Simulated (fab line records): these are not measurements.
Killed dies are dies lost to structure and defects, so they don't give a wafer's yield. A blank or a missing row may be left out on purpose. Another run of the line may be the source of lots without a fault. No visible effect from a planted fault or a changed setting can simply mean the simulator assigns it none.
Chamber matching	flow n5_finfet	4 sister chambers for N5_SD_EPI_P_ETCH_37 on rie_diel-03
The step etches SOC in N2/H2, overetch 108 nm, time 486 s. 4 wafers are shown with their chamber, then 7 later ones without.

WAFERS WITH THEIR CHAMBER
wafer	chamber	showerhead_plenum_p_Torr (Torr)
L084.1	3	2.52
L084.2	0	2.52
L084.5	2	2.54
L086.4	1	2.34

WAFERS WITH NO CHAMBER GIVEN
wafer	showerhead_plenum_p_Torr (Torr)
L086.5	2.52
L089.1	2.34
L089.2	2.52
L089.5	2.52
L092.1	2.33
L092.3	2.51
L092.5	2.33

CHAMBER TAKEN BY EACH
wafer	from the rows above	in truth
L086.5	can't be placed: 0 or 3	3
L089.1	1	1
L089.2	can't be placed: 0 or 3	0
L089.5	can't be placed: 0 or 3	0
L092.1	1	1
L092.3	can't be placed: 0 or 3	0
L092.5	1	1
Placed correctly: 3 of 7. These rows do not allow placing 4 (true chamber among the candidates in 4). Number placed wrongly: 0.
How it was worked out, from the rows above alone: a wafer's distance from a chamber is the root of the sum, over the readings, of the square of ((its reading less the chamber's mean) divided by the reading's scatter). If the next closest chamber is less than 2 further off than the closest, the wafer can't be placed; otherwise it belongs to the closest. The mean given for a chamber averages the wafers shown for that chamber. The scatter: root of mean squared gap, hidden wafer to nearest shown wafer, with one shown wafer a chamber.
